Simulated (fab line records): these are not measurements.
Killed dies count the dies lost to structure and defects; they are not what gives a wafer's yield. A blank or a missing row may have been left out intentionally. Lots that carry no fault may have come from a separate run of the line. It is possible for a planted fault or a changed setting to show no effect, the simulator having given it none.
Comparing a struck lot with a sound one || flow nand harc || 13 out of 1159 route steps
Sound: the wafers L156.1, L156.5, L156.6. Struck: wafer L166.2 (left out: L166.6, a lot-mate that was not struck); the cause follows at the end.
Per side, at each step with rows, come the tool, then ch with its chambers, and then its first start. Under that, the readings that differ: sound wafers || struck wafers || difference of the means || sigmas: that difference in standard deviations of wafers without a fault.
alike: readings with means less than 2 such deviations apart, plus words and numbers identical on both sides. not compared: withheld readings, readings lacking a value on some wafer, bounds such as >300 that could conceal the same value, and numbers that have no deviation in the record and whose values overlap.
A row with sigmas, a row that says differs or no value, or rows on one side alone: a step with any of these is where the two part. Non-overlapping numbers with no deviation appear without sigmas and do not part them. A reading missing from all wafers of one side parts the sides only when that side holds two or more wafers.

NHARC_A_WL_FILL_ALD_02: deposits TiN, target thk 2 nm, pulse time 3 s, ald cycles 100.
  sound on ald metal-02 ch 0,3, day 16 20:44; struck on ald metal-01 ch 3, day 19 06:03
  alike: heater power w, precursor pulse height rel
then, 1 step without rows for these wafers: NHARC_A_WL_FILL_CVD_03 (deposits W, target thk 40 nm, time 3302 s).
NHARC_A_WL_FILL_ETCHBACK_04: etches the open film in NF3, target depth 60 nm, time 120 s.
  sound on rie metal-03 ch 0,1, day 17 06:08; struck on rie metal-03 ch 1, day 19 12:40
  alike: drypump motor current A, oes product au, run length s
  not compared: rf hours counter h
then, 1 step without rows for these wafers: NHARC_A_WL_FILL_ETCHBACK_05 (etches the open film in Cl2/BCl3, target depth 22 nm, time 60 s).
NHARC_A_WL_FILL_STRIP_27: strips in N2/H2, time 20 s.
  sound on plasma asher-01 ch 0,1, day 17 06:43; struck on plasma asher-01 ch 0, day 19 13:03
  alike: drypump motor current A, heater power w
  not compared: rf hours counter h
then, 4 steps without rows for these wafers: NHARC_A_WL_FILL_STRIP_28 (strips in post etch residue remover, time 1200 s); NHARC_A_WL_FILL_PRECLEAN_06 (cleans in DIW, time 300 s); NHARC_A_WL_FILL_SRD_07; NHARC_A_WL_FILL_ANNEAL_08 (time 1800 s).
NHARC_A_WL_FILL_ALD_10: deposits SiO2, target thk 50 nm, pulse time 10 s, ald cycles 500.
  sound on ald hk-02 ch 2,3, day 17 10:13; struck on ald hk-03 ch 2, day 19 19:47
{"reading": "heater power w (W)", "sound": "428 450 446", "struck": 550, "difference": "+109", "sigmas": "+3"}
  alike: precursor pulse height rel
NHARC_A_WL_FILL_ETCHBACK_16: etches the open film in C4F8/O2/Ar, target depth 88 nm, time 17.6 s.
  sound on rie diel-12 ch 0,3, day 17 14:53; struck on rie diel-12 ch 0, day 19 22:55
{"reading": "run length s (s)", "sound": "38.3 38.5 38.7", "struck": 28.0, "difference": -10.5, "sigmas": -24}
  alike: oes product au, rf vpp V
  not compared: rf hours counter h
NHARC_A_WL_FILL_STRIP_29: strips in O2, time 20 s.
  sound on rie diel-12 ch 0,3, day 17 14:58; struck on rie diel-12 ch 3, day 19 22:59
  alike: drypump motor current A, oes product au, rf vpp V, showerhead plenum p Torr, throttle valve pct
  not compared: rf hours counter h
-- the record jumps here: 4 days lie between the struck wafers' starts before and after (it left off in module A_WL_FILL and takes up again in module END, whose first step shown is number 1159 of the route) --
NHARC_END_SORT_01:
  at this point the record logs the struck wafers (prober-01 ch 0, day 24 03:14) and has no rows for the sound ones

== WHERE THEY PART ==
Earliest at NHARC_A_WL_FILL_ALD_10; latest, in this record, at NHARC_END_SORT_01.

WHY: what the simulator had put in
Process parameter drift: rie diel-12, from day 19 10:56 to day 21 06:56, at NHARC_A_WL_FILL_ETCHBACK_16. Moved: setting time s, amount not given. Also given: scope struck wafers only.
